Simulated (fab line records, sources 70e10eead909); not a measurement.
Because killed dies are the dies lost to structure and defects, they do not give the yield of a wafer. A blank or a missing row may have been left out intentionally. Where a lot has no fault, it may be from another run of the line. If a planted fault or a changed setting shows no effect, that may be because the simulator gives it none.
fab line records	flow nand-harc
record lots=14	wafers=41	last-day=33
route steps=1302 shown THIN_TSV@1272
lots untouched by any fault: they come from a run of this same line in which no faults occurred
start-h: hours from the record's first day to the start of the lot's first wafer shown	wait-h: hours from the lot's prior step to this one	" same as the row above	L1.1+2: a single row standing in for several wafers	- value missing, or start not given	* or withheld: withheld	< > ~ a bound
route shown NAME@n: names a module that has steps shown in the file, with the first one's number in the route	usual: mean/standard deviation of fault-free wafers	same: alike in all rows	chamber/n: place in a boat	sites: per-site readings	_std_site: the values' standard deviation	_edge_site: outer sites' mean less inner sites'	radius-mm: for every site, how far away it sits from the centre of the wafer	mask NAME#n: copy n	behind: the most recent tool/chamber to have shaped the wafer	hold: cause of the lot's hold/its duration in hours/its outcome	device: names the non-switching transistor (n, p or np)	end of line: the same wafers' tests at the end of the route	a step with no rows: only its recipe	killed: not the wafer's yield, but the dies lost to structure and defects at the first sort	map: a wafer's dies, marking killed ones x, the rest . and places with no die _
set.NAME: the setting that was run; set.NAME@STEP: the one run at that earlier step	model.NAME: the simulator's own value behind a step, which no gauge read
the route's steps for a sample of lots (tables are steps, rows are wafers)
services: a tool's chamber out of use, with start hour (start-h, from the record's first day; less than 0 if before it), hours out, and reason
## steps
# step NHARC_THIN_TSV_PVD_19
# recipe target-thk-a=200	chamber-pressure-pa=5	material=TaN
# usual throttle-valve-pct=29.8/0.82
lot.wafer	tool	chamber	start-h	wait-h	throttle-valve-pct
L325.4	pvd-sputter-01	-	-	-	28.0
L325.3	"	-	"	"	29.6
L325.5	"	-	"	"	28.0
L326.1	pvd-sputter-01	-	-	-	28.0
L326.4	"	-	"	"	31.6
L326.5	"	-	"	"	28.2
L327.4	pvd-sputter-03	-	-	-	29.0
L327.1	"	-	"	"	29.8
L327.3	"	-	"	"	29.7
L328.4	pvd-sputter-03	-	-	-	29.6
L328.2	"	-	"	"	29.7
L328.6	"	-	"	"	29.9
L330.2	pvd-sputter-03	-	-	-	29.8
L330.1	"	-	"	"	29.9
L330.6	"	-	"	"	29.8
L332.3	pvd-sputter-02	-	-	-	28.9
L332.1	"	-	"	"	30.6
L332.5	"	-	"	"	28.5
L341.4	pvd-sputter-01	-	-	-	30.0
L341.5	"	-	"	"	30.1
L342.1	pvd-sputter-03	-	-	-	30.0
L342.2	"	-	"	"	30.7
L342.6	"	-	"	"	31.0
L343.1	pvd-sputter-03	-	-	-	29.8
L343.2	"	-	"	"	30.9
L343.6	"	-	"	"	30.0
L344.1	pvd-sputter-02	-	-	-	29.9
L344.5	"	-	"	"	28.9
L344.6	"	-	"	"	29.9
L346.1	pvd-sputter-02	-	-	-	29.8
L346.3	"	-	"	"	29.0
L346.5	"	-	"	"	29.9
L347.2	pvd-sputter-02	-	-	-	29.1
L347.4	"	-	"	"	29.9
L347.1	"	-	"	"	28.8
L345.1	pvd-sputter-01	-	-	-	30.2
L345.4	"	-	"	"	28.3
L345.6	"	-	"	"	31.9
L348.4	pvd-sputter-03	-	-	-	30.5
L348.1	"	-	"	"	29.9
L348.6	"	-	"	"	30.5
# step NHARC_THIN_TSV_DEGAS_53
# recipe temp-c=300	time-s=60
# usual heater-power-w=477/68
lot.wafer	tool	chamber	start-h	wait-h	heater-power-w
L325.4	pvd-sputter-03	-	559.83	0.1	623
L325.3	"	-	"	"	386
L325.5	"	-	"	"	520
L326.1	pvd-sputter-03	-	575.44	0.1	528
L326.4	"	-	"	"	378
L326.5	"	-	"	"	528
L327.1	pvd-sputter-02	-	584.54	0.1	418
L327.4	"	-	"	"	388
L327.3	"	-	"	"	463
L328.4	pvd-sputter-03	-	586.90	0.1	530
L328.2	"	-	"	"	483
L328.6	"	-	"	"	534
L330.1	pvd-sputter-03	-	594.10	0.1	483
L330.2	"	-	"	"	615
L330.6	"	-	"	"	485
L332.3	pvd-sputter-03	-	610.67	0.1	612
L332.1	"	-	"	"	476
L332.5	"	-	"	"	615
L341.4	pvd-sputter-03	-	702.40	0.1	532
L341.5	"	-	"	"	386
L342.2	pvd-sputter-01	-	719.75	0.1	439
L342.1	"	-	"	"	453
L342.6	"	-	"	"	437
L343.2	pvd-sputter-02	-	720.88	0.1	394
L343.1	"	-	"	"	537
L343.6	"	-	"	"	396
L344.1	pvd-sputter-03	-	735.77	0.1	586
L344.6	"	-	"	"	415
L344.5	"	-	"	"	582
L346.1	pvd-sputter-01	-	751.52	0.1	473
L346.3	"	-	"	"	518
L346.5	"	-	"	"	467
L347.1	pvd-sputter-03	-	752.79	0.1	597
L347.2	"	-	"	"	537
L347.4	"	-	"	"	458
L345.4	pvd-sputter-01	-	764.16	0.1	440
L345.1	"	-	"	"	518
L345.6	"	-	"	"	447
L348.1	pvd-sputter-02	-	777.34	0.1	453
L348.4	"	-	"	"	534
L348.6	"	-	"	"	405
# step NHARC_THIN_TSV_ETCH_59
# recipe target-depth-a=8800	icp-w=900	bias-w=100	Cl2_flow_sccm=60	bcl3-flow-sccm=30	time-s=138.1	chemistry=Cl2/BCl3
# usual drypump-motor-current-A=5.66/0.24	oes-product-au=0.993/0.014	throttle-valve-pct=22.265/0.0085
lot.wafer	tool	chamber	start-h	wait-h	drypump-motor-current-A	oes-product-au	rf-hours-counter-h	throttle-valve-pct
L325.4	rie-metal-02	0	561.21	0.1	5.80	0.986	-	22.263
L325.3	"	1	"	"	5.43	0.982	-	22.267
L325.5	"	0	"	"	5.81	0.989	-	22.274
L326.1	rie-metal-03	1	576.74	0.1	5.33	0.999	0.9	22.276
L326.4	"	1	"	"	5.34	0.988	-	22.264
L326.5	"	0	"	"	5.79	1.008	-	22.260
L327.1	rie-metal-02	1	586.01	0.1	5.43	0.993	2.1	22.253
L327.4	"	0	"	"	5.88	0.989	-	22.265
L327.3	"	1	"	"	5.42	0.994	-	22.266
L328.2	rie-metal-01	0	588.34	0.1	5.67	1.027	0.1	22.252
L328.4	"	1	"	"	6.09	0.986	-	22.262
L328.6	"	1	"	"	6.10	0.997	-	22.271
L330.1	rie-metal-02	1	595.41	0.1	5.45	0.988	2.3	22.256
L330.2	"	0	"	"	5.82	0.980	2.3	22.270
L330.6	"	1	"	"	5.44	0.993	-	22.281
L332.1	rie-metal-01	1	612.09	0.1	6.12	0.978	0.5	22.256
L332.3	"	1	"	"	6.10	0.996	-	22.256
L332.5	"	1	"	"	6.10	0.985	-	22.266
L341.4	rie-metal-01	0	704.00	0.2	5.66	1.019	-	22.266
L341.5	"	1	"	"	6.11	0.922	-	22.270
L342.1	rie-metal-01	1	721.18	0.1	6.09	0.926	2.2	22.258
L342.2	"	0	"	"	5.65	1.013	2.2	22.266
L342.6	"	0	"	"	5.67	1.023	-	22.270
L343.1	rie-metal-03	0	722.18	0.1	5.74	0.990	0.1	22.261
L343.2	"	1	"	"	5.32	0.990	0.1	22.246
L343.6	"	1	"	"	5.35	0.986	-	22.267
L344.1	rie-metal-02	1	737.28	0.1	5.42	0.979	2.0	22.263
L344.6	"	0	"	"	5.81	0.991	-	22.274
L344.5	"	1	"	"	5.43	0.989	-	22.277
L346.1	rie-metal-03	1	752.90	0.2	5.32	0.987	0.6	22.273
L346.3	"	0	"	"	5.79	0.991	-	22.264
L346.5	"	1	"	"	5.32	0.987	-	22.254
L347.2	rie-metal-02	1	754.23	0.1	5.44	0.980	2.4	22.275
L347.1	"	0	"	"	5.82	0.976	2.0	22.266
L347.4	"	1	"	"	5.46	0.984	-	22.261
L345.1	rie-metal-02	1	765.47	0.1	5.45	0.988	2.7	22.261
L345.4	"	1	"	"	5.45	0.994	-	22.275
L345.6	"	1	"	"	5.45	0.998	-	22.265
L348.1	rie-metal-02	0	778.80	0.1	5.81	0.994	2.4	22.268
L348.4	"	1	"	"	5.44	0.990	-	22.272
L348.6	"	0	"	"	5.80	0.983	-	22.258
# step NHARC_THIN_TSV_CD_MEAS_37
# usual cd-nm=5001/4.3
lot.wafer	tool	chamber	start-h	wait-h	cd-nm
L325.3	cd-sem-03	-	562.30	-	5004
L325.4	"	-	"	"	5004
L325.5	"	-	"	"	5003
L326.1	cd-sem-02	-	577.89	-	5009
L326.4	"	-	"	"	5005
L326.5	"	-	"	"	5008
L327.1	cd-sem-01	-	587.19	-	5002
L327.3	"	-	"	"	4995
L327.4	"	-	"	"	4992
L328.2	cd-sem-01	-	589.50	-	5008
L328.4	"	-	"	"	5001
L328.6	"	-	"	"	4996
L330.1	cd-sem-02	-	596.56	-	5002
L330.2	"	-	"	"	5002
L330.6	"	-	"	"	4997
L332.1	cd-sem-01	-	613.44	-	4997
L332.3	"	-	"	"	4999
L332.5	"	-	"	"	5004
L341.4	cd-sem-03	-	705.12	-	4997
L341.5	"	-	"	"	5002
L342.1	cd-sem-01	-	722.41	-	5005
L342.2	"	-	"	"	4999
L342.6	"	-	"	"	4996
L343.1	cd-sem-02	-	723.33	-	5002
L343.2	"	-	"	"	4999
L343.6	"	-	"	"	5011
L344.1	cd-sem-03	-	738.39	-	4997
L344.5	"	-	"	"	5000
L344.6	"	-	"	"	4998
L346.1	cd-sem-02	-	754.13	-	5000
L346.3	"	-	"	"	5011
L346.5	"	-	"	"	5001
L347.1	cd-sem-01	-	755.38	-	4996
L347.2	"	-	"	"	4995
L347.4	"	-	"	"	5001
L345.1	cd-sem-03	-	766.62	-	5000
L345.4	"	-	"	"	5003
L345.6	"	-	"	"	4999
L348.1	cd-sem-03	-	779.92	-	5003
L348.4	"	-	"	"	5002
L348.6	"	-	"	"	5003
## services
tool	chamber	start-h	hours	kind
pvd-sputter-02	-	558.72	4.1	repair
rie-metal-02	-	563.05	0.4	repair
rie-metal-01	0	568.16	15.5	repair
pvd-sputter-03	-	569.74	2.8	repair
rie-metal-01	-	575.00	9.0	pm
pvd-sputter-01	-	580.09	11.7	repair
pvd-sputter-02	-	587.54	8.2	repair
pvd-sputter-01	-	591.83	10.0	pm
rie-metal-02	-	631.00	9.0	pm
rie-metal-02	0	631.00	9.0	vent-cycle
rie-metal-02	1	631.00	9.0	vent-cycle
rie-metal-02	0	640.00	-	clean
rie-metal-02	1	640.00	-	clean
pvd-sputter-02	-	642.12	10.0	pm
pvd-sputter-01	-	643.25	2.5	repair
pvd-sputter-02	-	662.99	6.1	repair
rie-metal-02	0	665.70	4.0	repair
rie-metal-03	-	696.00	9.0	pm
pvd-sputter-01	-	701.79	1.4	repair
pvd-sputter-03	-	704.04	10.0	pm
pvd-sputter-03	-	721.76	3.4	repair
rie-metal-01	-	752.00	9.0	pm
pvd-sputter-03	-	757.94	5.6	repair
pvd-sputter-01	-	769.83	10.0	pm
## key
first-sign step=NHARC_THIN_TSV_ETCH_59	reading=oes-product-au	direction=down	sigmas=5.1	usual=0.993	struck=0.924
effect none on later readings
met-at NHARC_THIN_TSV_ETCH_59
struck-lots L341,L342
struck-wafers L341.5,L342.1
later-rows-left-out L341.5,L342.1
sort-left-out L341.5,L342.1
not-acting-at NHARC_THIN_TSV_PVD_19,NHARC_THIN_TSV_DEGAS_53,NHARC_THIN_TSV_CD_MEAS_37
onset-between 612.09 704.00
fault kind=process-parameter-drift	tool=rie-metal-01	chamber=-	onset-h=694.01	steps=NHARC_THIN_TSV_ETCH_59	channel=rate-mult	offset=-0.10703	shape=step	end-h=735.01	scope=struck-wafers-only
# sort-left-out: the simulated sort isn't trusted on such a fault, so these wafers' sort isn't shown, and their yield isn't known
# later-rows-left-out: the simulator's readings of these wafers behind a module that went badly wrong aren't trusted and aren't shown, but for the sort
